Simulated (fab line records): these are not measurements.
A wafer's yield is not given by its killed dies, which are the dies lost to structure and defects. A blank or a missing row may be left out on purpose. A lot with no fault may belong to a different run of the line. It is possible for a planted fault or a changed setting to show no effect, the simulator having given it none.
fab line records	flow n5-finfet	part 1 of 2: steps 1 to 19 of 29
record lots=5	wafers=15	last-day=18
route steps=1938 shown BEOL_M12@1629
lots untouched by any fault: they come from a run of this same line in which no faults occurred
start-h: start of the lot's first displayed wafer, in hours after the record's first day	wait-h: hours since the lot's step before	" repeats the value in the row above	L1.1+2: a single row standing in for several wafers	- value missing, or start not given	* or withheld: withheld	< > ~ a bound
route shown NAME@n: a module of which the file shows steps, and the number in the route of the first	usual: mean/standard deviation taken from wafers without a fault	same: alike in all rows	chamber/n: place in a boat	sites: the reading at each site	_std_site: the values' standard deviation	_edge_site: inner sites' mean taken away from outer sites' mean	radius-mm: how far each site lies from the wafer's centre	mask NAME#n: copy n	behind: tool/chamber where the wafer was last shaped	hold: why the lot went on hold/how many hours it stayed there/how the hold came to an end	device: the n, p or np transistor that did not switch	end of line: the tests these same wafers got at the end of their route	a step without rows: its recipe alone	killed: not the wafer's yield, but the dies lost to structure and defects at the first sort	map: dies across one wafer; x = killed, . = not, _ = none there
set.NAME: setting as actually run; set.NAME@STEP: the setting as run at that earlier step	model.NAME: the simulator's own value behind a step, which no gauge read
lots seen at some steps along the route; tables by step, rows by wafer
services: a tool's chamber out of use, with start hour (start-h, from the record's first day; less than 0 if before it), hours out, and reason
## steps
# step N5_BEOL_M12_PEB_26
# recipe peb-temp-c=130	peb-time-s=90
# usual chill-plate-temp-C=23.00/0.094	resist-line-temp-C=23.02/0.11
# same peb-time-s=90
lot.wafer	tool	chamber	start-h	wait-h	chill-plate-temp-C	resist-line-temp-C
L078.3	litho-track-01	0	260.29	0.0	23.01	23.07
L078.5	"	0	"	"	22.92	23.20
L078.6	"	0	"	"	22.86	23.13
L085.2	litho-track-02	0	303.29	0.0	23.02	23.00
L085.4	"	0	"	"	22.98	22.97
L085.6	"	0	"	"	22.94	22.99
L093.3	litho-track-04	0	355.90	0.0	22.93	22.89
L093.4	"	0	"	"	22.95	23.01
L093.5	"	0	"	"	22.96	22.92
L095.2	litho-track-01	0	371.20	0.0	23.11	23.02
L095.3	"	0	"	"	23.02	22.87
L095.4	"	0	"	"	22.94	23.09
L096.3	litho-track-01	0	388.00	0.0	22.95	23.03
L096.5	"	0	"	"	23.04	23.08
L096.6	"	0	"	"	22.95	22.97
# step N5_BEOL_M12_DEVELOP_27
# recipe develop-time-s=45	rinse-liquid=diw	dry=air-spin	dev-temp-c=21
# usual chill-plate-temp-C=23.01/0.1	resist-line-temp-C=23.01/0.11
lot.wafer	tool	chamber	start-h	wait-h	chill-plate-temp-C	resist-line-temp-C
L078.3	litho-track-01	0	-	-	23.12	22.91
L078.5	"	0	"	"	23.18	22.85
L078.6	"	0	"	"	23.08	22.92
L085.2	litho-track-02	0	-	-	23.04	22.89
L085.4	"	0	"	"	23.09	23.14
L085.6	"	0	"	"	23.14	23.00
L093.3	litho-track-04	0	-	-	23.00	23.02
L093.4	"	0	"	"	22.94	22.97
L093.5	"	0	"	"	23.09	22.84
L095.2	litho-track-01	0	-	-	22.95	23.19
L095.3	"	0	"	"	22.87	23.06
L095.4	"	0	"	"	22.85	23.00
L096.3	litho-track-01	0	-	-	22.91	22.81
L096.5	"	0	"	"	23.02	22.65
L096.6	"	0	"	"	23.02	22.80
# step N5_BEOL_M12_HARDBAKE_32
# recipe temp-c=130	time-s=120
# usual chill-plate-temp-C=23.00/0.11	resist-line-temp-C=23.00/0.1
lot.wafer	tool	chamber	start-h	wait-h	chill-plate-temp-C	resist-line-temp-C
L078.3	litho-track-01	0	-	-	22.95	23.00
L078.5	"	0	"	"	22.83	23.05
L078.6	"	0	"	"	22.98	23.05
L085.2	litho-track-02	0	-	-	22.82	23.01
L085.4	"	0	"	"	23.06	23.13
L085.6	"	0	"	"	22.92	23.20
L093.3	litho-track-04	0	-	-	23.01	23.07
L093.4	"	0	"	"	22.83	23.04
L093.5	"	0	"	"	22.84	23.15
L095.2	litho-track-01	0	-	-	23.03	22.99
L095.3	"	0	"	"	23.20	22.97
L095.4	"	0	"	"	23.20	22.91
L096.3	litho-track-01	0	-	-	23.02	23.14
L096.5	"	0	"	"	22.79	22.90
L096.6	"	0	"	"	22.96	22.85
# step N5_BEOL_M12_CD_MEAS_28
# recipe target-cd-nm=160.2	landing-energy-ev=500	detector=se-inlens	polarity=opening
# usual cd-nm=160.9/2.2
# same landing-energy-ev=500
lot.wafer	tool	chamber	start-h	wait-h	cd-nm
L078.3	cd-sem-03	0	260.40	-	165.5
L078.5	"	0	"	"	161.2
L078.6	"	0	"	"	162.9
L085.2	cd-sem-02	0	303.40	-	158.3
L085.4	"	0	"	"	157.3
L085.6	"	0	"	"	160.3
L093.3	cd-sem-01	0	356.01	-	160.0
L093.4	"	0	"	"	162.0
L093.5	"	0	"	"	160.9
L095.2	cd-sem-01	0	371.32	-	159.9
L095.3	"	0	"	"	162.1
L095.4	"	0	"	"	161.7
L096.3	cd-sem-01	0	388.12	-	165.7
L096.5	"	0	"	"	165.0
L096.6	"	0	"	"	163.3
# step N5_BEOL_M12_OVL_MEAS_29
# recipe points-per-wafer=44
# usual M12_OVL=2/4.2
lot.wafer	tool	chamber	start-h	wait-h	M12_OVL[nm]
L078.3	overlay-02	0	260.43	0.0	12
L078.5	"	0	"	"	4
L078.6	"	0	"	"	1
L085.2	overlay-02	0	303.43	0.0	-5
L085.4	"	0	"	"	9
L085.6	"	0	"	"	1
L093.3	overlay-01	0	356.04	0.0	-2
L093.4	"	0	"	"	5
L093.5	"	0	"	"	-4
L095.2	overlay-01	0	371.35	0.0	5
L095.3	"	0	"	"	5
L095.4	"	0	"	"	2
L096.3	overlay-02	0	388.14	0.0	6
L096.5	"	0	"	"	-1
L096.6	"	0	"	"	1
# step N5_BEOL_M12_INSPECT_30
# recipe mode=adi	inspect-instrument=macro
# usual raw-defect-count=2.0/1.3
lot.wafer	tool	chamber	start-h	wait-h	raw-defect-count
L078.3	defect-inspect-02	-	260.46	0.0	1
L078.5	"	-	"	"	1
L078.6	"	-	"	"	2
L085.2	defect-inspect-02	-	303.46	0.0	3
L085.4	"	-	"	"	5
L085.6	"	-	"	"	0
L093.3	defect-inspect-02	-	356.06	0.0	1
L093.4	"	-	"	"	0
L093.5	"	-	"	"	2
L095.2	defect-inspect-01	-	371.37	0.0	4
L095.3	"	-	"	"	2
L095.4	"	-	"	"	5
L096.3	defect-inspect-01	-	388.17	0.0	3
L096.5	"	-	"	"	2
L096.6	"	-	"	"	3
# step N5_BEOL_M12_DESCUM_33
# recipe chemistry=O2	time-s=7.9	source-power-w=50	bias-power-w=20	pressure-mtorr=20	rf-frequency-hz=2.712e+07	temp-c=40	o2-flow-sccm=225
# usual drypump-motor-current-A=5.5/0.47	oes-product-au=0.77/0.096	rf-vpp-V=243.4/1.3	showerhead-plenum-p-Torr=2.10/0.077	throttle-valve-pct=20.37/0.25
lot.wafer	tool	chamber	start-h	wait-h	drypump-motor-current-A	oes-product-au	rf-hours-counter-h	rf-vpp-V	showerhead-plenum-p-Torr	throttle-valve-pct
L078.3	rie-diel-05	3	260.49	0.0	4.8	0.69	220	243.6	2.16	20.44
L078.5	"	3	"	"	4.8	0.70	-	243.2	2.16	20.45
L078.6	"	0	"	"	5.2	0.68	-	242.0	2.05	20.07
L085.2	rie-diel-05	1	303.55	0.1	5.4	0.68	227	243.1	2.07	20.74
L085.4	"	2	"	"	6.2	0.68	234	242.1	1.97	20.73
L085.6	"	1	"	"	5.4	0.69	-	242.9	2.07	20.72
L093.3	rie-diel-01	3	356.10	0.0	5.7	0.80	73	242.0	2.05	20.24
L093.4	"	1	"	"	5.9	0.68	237	244.2	2.15	20.64
L093.5	"	3	"	"	5.7	0.82	-	241.8	2.05	20.24
L095.2	rie-diel-05	1	371.41	0.0	5.4	0.66	252	242.5	2.06	20.77
L095.3	"	3	"	"	4.8	0.67	258	242.9	2.14	20.50
L095.4	"	3	"	"	4.8	0.66	-	244.6	2.14	20.49
L096.3	rie-diel-03	2	388.20	0.0	4.7	0.86	57	244.9	2.04	20.17
L096.5	"	2	"	"	4.7	0.87	-	241.2	2.04	20.17
L096.6	"	3	"	"	6.4	0.68	-	242.0	1.98	20.76
# step N5_BEOL_M12_ETCH_67
# recipe chemistry=CF4	target=SiARC	target-depth-a=1430	time-s=238.3	ion-energy-ev=80	pressure-mtorr=40	source-w=545	bias-w=36	Ar_flow_sccm=100	cf4-flow-sccm=100	ends=cleared
# usual cf4-flow-sccm=100.0/0.31	drypump-motor-current-A=5.5/0.47	etch-rf-on-time-s=239/8.7	mfc-ar-sccm=100.0/0.33	oes-product-au=0.66/0.081	rf-vpp-V=184.2/1.2	showerhead-plenum-p-Torr=2.14/0.075	throttle-valve-pct=15.52/0.26
lot.wafer	tool	chamber	start-h	wait-h	cf4-flow-sccm	drypump-motor-current-A	etch-rf-on-time-s	mfc-ar-sccm	oes-product-au	rf-hours-counter-h	rf-vpp-V	showerhead-plenum-p-Torr	throttle-valve-pct
L078.3	rie-diel-05	3	260.52	0.0	100.3	4.8	232	99.7	0.60	220	184.9	2.21	15.71
L078.5	"	3	"	"	100.2	4.8	228	99.9	0.60	-	186.3	2.21	15.72
L078.6	"	0	"	"	99.4	5.2	252	100.5	0.57	-	185.1	2.12	15.53
L085.2	rie-diel-05	1	303.58	0.0	100.1	5.4	252	99.5	0.57	227	184.2	2.09	15.74
L085.4	"	2	"	"	99.9	6.2	235	100.2	0.58	234	183.0	2.04	15.98
L085.6	"	1	"	"	99.9	5.4	251	99.7	0.58	-	183.1	2.09	15.75
L093.3	rie-diel-01	3	356.13	0.0	100.5	5.7	245	99.7	0.68	73	183.1	2.08	15.33
L093.4	"	1	"	"	100.3	5.9	238	100.2	0.58	237	184.3	2.18	15.83
L093.5	"	3	"	"	100.6	5.7	246	99.7	0.68	-	181.1	2.08	15.32
L095.2	rie-diel-05	1	371.44	0.0	99.6	5.4	250	100.0	0.56	252	184.0	2.08	15.79
L095.3	"	3	"	"	99.3	4.8	231	100.5	0.58	258	184.8	2.19	15.79
L095.4	"	3	"	"	99.3	4.8	231	100.4	0.59	-	184.6	2.19	15.79
L096.3	rie-diel-03	2	388.24	0.0	100.6	4.7	234	99.7	0.74	57	183.9	2.08	15.29
L096.5	"	2	"	"	99.8	4.7	236	99.8	0.74	-	183.7	2.08	15.27
L096.6	"	3	"	"	99.8	6.4	234	100.3	0.61	-	184.2	2.04	15.98
# step N5_BEOL_M12_ETCH_68
# recipe chemistry=N2/H2	target=SOC	mask-material=SiARC	source-w=3000	bias-w=350	temp-c=40	time-s=285	ion-energy-ev=200	pressure-mtorr=30	n2-flow-sccm=200	h2-flow-sccm=200
# usual drypump-motor-current-A=5.5/0.47	oes-product-au=0.77/0.094	rf-vpp-V=524.1/2.7	showerhead-plenum-p-Torr=2.54/0.09	throttle-valve-pct=17.63/0.29
lot.wafer	tool	chamber	start-h	wait-h	drypump-motor-current-A	oes-product-au	rf-hours-counter-h	rf-vpp-V	showerhead-plenum-p-Torr	throttle-valve-pct
L078.3	rie-diel-05	3	260.67	0.1	4.8	0.69	220	527.2	2.63	17.84
L078.5	"	3	"	"	4.8	0.69	-	527.4	2.63	17.85
L078.6	"	0	"	"	5.2	0.68	-	522.2	2.51	17.48
L085.2	rie-diel-05	1	303.73	0.1	5.4	0.69	227	523.7	2.49	17.77
L085.4	"	2	"	"	6.2	0.68	234	519.9	2.42	18.21
L085.6	"	1	"	"	5.4	0.69	-	521.7	2.49	17.80
L093.3	rie-diel-01	3	356.28	0.1	5.8	0.82	73	521.9	2.46	17.41
L093.4	"	1	"	"	5.9	0.67	237	525.6	2.60	17.93
L093.5	"	3	"	"	5.7	0.80	-	521.9	2.46	17.40
L095.2	rie-diel-05	1	371.59	0.1	5.4	0.67	252	521.6	2.48	17.84
L095.3	"	3	"	"	4.8	0.66	258	525.4	2.61	17.91
L095.4	"	3	"	"	4.8	0.66	-	525.3	2.61	17.91
L096.3	rie-diel-03	2	388.38	0.1	4.7	0.86	57	522.4	2.48	17.51
L096.5	"	2	"	"	4.7	0.86	-	523.1	2.48	17.53
L096.6	"	3	"	"	6.5	0.69	-	519.8	2.42	18.20
# step N5_BEOL_M12_STRIP_69
# recipe chemistry=N2/H2	temp-c=40	n2-flow-sccm=200	h2-flow-sccm=200	rf-frequency-hz=6e+07
lot.wafer	tool	chamber	start-h	wait-h
L078.3+5+6	rie-diel-05	3,3,0	260.84	0.1
L085.2+4+6	rie-diel-05	1,2,1	303.90	0.1
L093.3+4+5	rie-diel-01	3,1,3	356.45	0.1
L095.2+3+4	rie-diel-05	1,3,3	371.76	0.1
L096.3+5+6	rie-diel-03	2,2,3	388.56	0.1
# step N5_BEOL_M12_TRENCH_ETCH_34
# recipe chemistry=C4F8/O2/Ar	target=SiOC	target-depth-a=3189.5	mask-material=SOC	pressure-mtorr=30	source-w=3000	bias-w=700	Ar_flow_sccm=400	C4F8_flow_sccm=15	O2_flow_sccm=8	he-inner-torr=15	he-outer-torr=30	time-s=125.5	ion-energy-ev=250
# usual drypump-motor-current-A=5.5/0.47	mfc-ar-sccm=400.0/1.2	oes-product-au=0.77/0.094	rf-vpp-V=666/3.2	showerhead-plenum-p-Torr=3.42/0.12	throttle-valve-pct=24.05/0.23
lot.wafer	tool	chamber	start-h	wait-h	drypump-motor-current-A	mfc-ar-sccm	oes-product-au	rf-hours-counter-h	rf-vpp-V	showerhead-plenum-p-Torr	throttle-valve-pct
L078.3	rie-diel-05	3	260.85	0.0	4.8	400.3	0.69	220	667	3.51	24.17
L078.5	"	3	"	"	4.8	399.0	0.68	-	669	3.51	24.17
L078.6	"	0	"	"	5.2	401.1	0.68	-	665	3.38	23.95
L085.2	rie-diel-05	1	303.91	0.0	5.4	399.9	0.68	227	665	3.35	24.25
L085.4	"	2	"	"	6.2	399.4	0.67	234	661	3.26	24.56
L085.6	"	1	"	"	5.4	399.3	0.69	-	664	3.35	24.25
L093.3	rie-diel-01	3	356.46	0.0	5.8	398.3	0.81	74	662	3.31	23.83
L093.4	"	1	"	"	5.9	400.5	0.67	237	669	3.47	24.21
L093.5	"	3	"	"	5.7	399.7	0.82	-	664	3.31	23.85
L095.2	rie-diel-05	1	371.77	0.0	5.4	398.6	0.67	253	664	3.33	24.29
L095.3	"	3	"	"	4.8	399.2	0.66	258	667	3.49	24.21
L095.4	"	3	"	"	4.8	400.9	0.66	-	668	3.49	24.21
L096.3	rie-diel-03	2	388.57	0.0	4.7	400.7	0.86	58	662	3.32	23.81
L096.5	"	2	"	"	4.7	401.6	0.85	-	664	3.32	23.83
L096.6	"	3	"	"	6.5	400.8	0.70	-	661	3.24	24.49
# step N5_BEOL_M12_STRIP_70
# recipe chemistry=C4F8/O2/Ar	resist=SiARC	rf-frequency-hz=6e+07
lot.wafer	tool	chamber	start-h	wait-h
L078.3+5+6	rie-diel-05	3,3,0	260.97	0.1
L085.2+4+6	rie-diel-05	1,2,1	304.02	0.1
L093.3+4+5	rie-diel-01	3,1,3	356.58	0.1
L095.2+3+4	rie-diel-05	1,3,3	371.88	0.1
L096.3+5+6	rie-diel-03	2,2,3	388.68	0.1
# step N5_BEOL_M12_OCD_MEAS_35
# usual trench-depth-nm=315/6.1
lot.wafer	tool	chamber	start-h	wait-h	trench-depth-nm
L078.3	ocd-01	-	261.01	0.0	311
L078.5	"	-	"	"	310
L078.6	"	-	"	"	306
L085.2	ocd-01	-	304.06	0.0	310
L085.4	"	-	"	"	314
L085.6	"	-	"	"	310
L093.3	ocd-02	-	356.62	0.0	316
L093.4	"	-	"	"	309
L093.5	"	-	"	"	316
L095.2	ocd-01	-	371.93	0.0	312
L095.3	"	-	"	"	308
L095.4	"	-	"	"	310
L096.3	ocd-02	-	388.72	0.0	325
L096.5	"	-	"	"	320
L096.6	"	-	"	"	313
# step N5_BEOL_M12_STRIP_37
# recipe chemistry=N2/H2	power-w=1000	temp-c=250	h2-frac=0.65	overash-fraction=0.3	pressure-mtorr=withheld	n2-flow-sccm=1750	h2-flow-sccm=3250
# usual drypump-motor-current-A=5.84/0.16	heater-power-w=349/48	oes-product-au=0.790/0.011
lot.wafer	tool	chamber	start-h	wait-h	drypump-motor-current-A	heater-power-w	oes-product-au	rf-hours-counter-h
L078.3	plasma-asher-02	1	261.07	0.1	5.96	389	0.809	-
L078.5	"	0	"	"	5.65	308	0.790	-
L078.6	"	1	"	"	5.94	390	0.798	-
L085.2	plasma-asher-01	0	304.10	0.0	5.98	399	0.806	81
L085.4	"	1	"	"	5.93	281	0.813	-
L085.6	"	0	"	"	6.02	402	0.795	-
L093.3	plasma-asher-02	0	356.67	0.1	5.67	309	0.785	-
L093.4	"	1	"	"	5.93	384	0.806	-
L093.5	"	1	"	"	5.97	405	0.787	-
L095.2	plasma-asher-01	0	371.96	0.0	6.01	401	0.791	96
L095.3	"	1	"	"	5.88	279	0.789	-
L095.4	"	0	"	"	6.00	406	0.802	-
L096.3	plasma-asher-02	0	388.78	0.1	5.60	316	0.758	-
L096.5	"	1	"	"	5.95	402	0.782	-
L096.6	"	0	"	"	5.69	304	0.791	-
# step N5_BEOL_M12_ETCH_38
# recipe chemistry=CF4/N2	target=SiCN	target-depth-a=687	taper-deg=2	time-s=73.4	ion-energy-ev=150	mask-material=SiO2	pressure-mtorr=40	source-w=430	bias-w=70	Ar_flow_sccm=100	cf4-flow-sccm=60	n2-flow-sccm=60
# usual cf4-flow-sccm=59.99/0.19	drypump-motor-current-A=5.6/0.51	mfc-ar-sccm=100.00/0.3	oes-product-au=0.77/0.086	rf-vpp-V=382.5/1.9	showerhead-plenum-p-Torr=2.21/0.083	throttle-valve-pct=15.37/0.27
lot.wafer	tool	chamber	start-h	wait-h	cf4-flow-sccm	drypump-motor-current-A	mfc-ar-sccm	oes-product-au	rf-hours-counter-h	rf-vpp-V	showerhead-plenum-p-Torr	throttle-valve-pct
L078.3	rie-diel-03	1	264.34	-	60.03	5.4	99.95	0.84	55	381.1	2.14	15.00
L078.5	"	0	"	"	59.80	5.2	99.95	0.82	-	384.1	2.35	15.25
L078.6	"	3	"	"	59.95	6.5	100.01	0.73	-	378.5	2.11	15.72
L085.2	rie-diel-03	0	307.68	-	60.05	5.2	100.22	0.82	56	385.1	2.35	15.25
L085.4	"	2	"	"	60.18	4.7	99.88	0.89	35	382.1	2.15	15.05
L085.6	"	3	"	"	60.22	6.4	100.10	0.73	-	380.6	2.11	15.74
L093.3	rie-diel-05	1	357.30	-	59.90	5.4	99.97	0.66	246	380.4	2.15	15.64
L093.4	"	3	"	"	60.47	4.8	100.26	0.69	-	382.6	2.27	15.62
L093.5	"	0	"	"	60.50	5.2	100.03	0.65	-	382.7	2.17	15.42
L095.2	rie-diel-03	0	372.94	-	59.79	5.2	100.11	0.80	80	384.7	2.34	15.31
L095.3	"	3	"	"	60.32	6.5	100.09	0.71	199	380.2	2.10	15.79
L095.4	"	1	"	"	59.81	5.4	100.13	0.80	-	381.1	2.13	15.07
L096.3	rie-diel-03	0	393.15	-	59.91	5.2	99.49	0.78	88	382.9	2.34	15.31
L096.5	"	0	"	"	60.11	5.2	99.44	0.78	-	384.4	2.34	15.32
L096.6	"	3	"	"	59.95	6.4	100.20	0.70	-	378.7	2.10	15.80
# step N5_BEOL_M12_PRECLEAN_39
# recipe chemistry=residue-remover	time-s=60	temp-c=40
lot.wafer	tool	chamber	start-h	wait-h
L078.3+5+6	wet-bench-04	5,6,7	264.47	0.1
L085.2+4+6	wet-bench-04	2,0,3	307.82	0.1
L093.3+4+5	wet-bench-04	4,3,6	357.43	0.1
L095.2+3+4	wet-bench-01	3,6,2	373.07	0.1
L096.3+5+6	wet-bench-04	0,4,3	393.28	0.1
# step N5_BEOL_M12_SRD_40
# recipe time-s=30	temp-c=23	rinse-liquid=diw	dry=n2-spin	spin-rpm=1500	dry-time-s=30
# usual do-supply-ppb=10.00/0.1	spin-rpm=1500.0/0.7
lot.wafer	tool	chamber	start-h	wait-h	do-supply-ppb	spin-rpm
L078.3	wet-bench-04	5	264.49	0.0	9.82	1501.2
L078.5	"	6	"	"	9.95	1500.1
L078.6	"	7	"	"	10.19	1500.2
L085.2	wet-bench-04	2	307.84	0.0	10.05	1499.9
L085.4	"	0	"	"	10.02	1500.8
L085.6	"	3	"	"	10.10	1499.3
L093.3	wet-bench-04	4	357.45	0.0	10.10	1500.1
L093.4	"	3	"	"	10.05	1499.7
L093.5	"	6	"	"	9.97	1498.7
L095.2	wet-bench-01	3	373.09	0.0	10.13	1499.8
L095.3	"	6	"	"	10.02	1500.7
L095.4	"	2	"	"	10.07	1499.2
L096.3	wet-bench-04	0	393.29	0.0	10.13	1500.3
L096.5	"	4	"	"	9.97	1499.5
L096.6	"	3	"	"	10.07	1499.1
# step N5_BEOL_M12_DEGAS_41
# recipe ambient=vacuum	temp-c=250	time-s=60
# usual heater-power-w=367/36
lot.wafer	tool	chamber	start-h	wait-h	heater-power-w
L078.3	pvd-sputter-03	-	264.55	0.0	399
L078.5	"	-	"	"	334
L078.6	"	-	"	"	410
L085.2	pvd-sputter-01	-	308.19	0.3	365
L085.4	"	-	"	"	399
L085.6	"	-	"	"	422
L093.3	pvd-sputter-02	-	357.77	0.3	300
L093.4	"	-	"	"	404
L093.5	"	-	"	"	364
L095.2	pvd-sputter-02	-	373.35	0.2	352
L095.3	"	-	"	"	311
L095.4	"	-	"	"	371
L096.3	pvd-sputter-03	-	393.75	0.4	362
L096.5	"	-	"	"	363
L096.6	"	-	"	"	395
# step N5_BEOL_M12_PRE_CLEAN_42
# recipe gas=H2/He	time-s=30	temp-c=250
# usual heater-power-w=366/34
lot.wafer	tool	chamber	start-h	wait-h	heater-power-w
L078.3	pvd-sputter-03	-	264.59	0.0	404
L078.5	"	-	"	"	341
L078.6	"	-	"	"	412
L085.2	pvd-sputter-01	-	308.23	0.0	364
L085.4	"	-	"	"	403
L085.6	"	-	"	"	416
L093.3	pvd-sputter-02	-	357.81	0.0	309
L093.4	"	-	"	"	402
L093.5	"	-	"	"	358
L095.2	pvd-sputter-02	-	373.39	0.0	360
L095.3	"	-	"	"	304
L095.4	"	-	"	"	371
L096.3	pvd-sputter-03	-	393.79	0.0	373
L096.5	"	-	"	"	375
L096.6	"	-	"	"	402
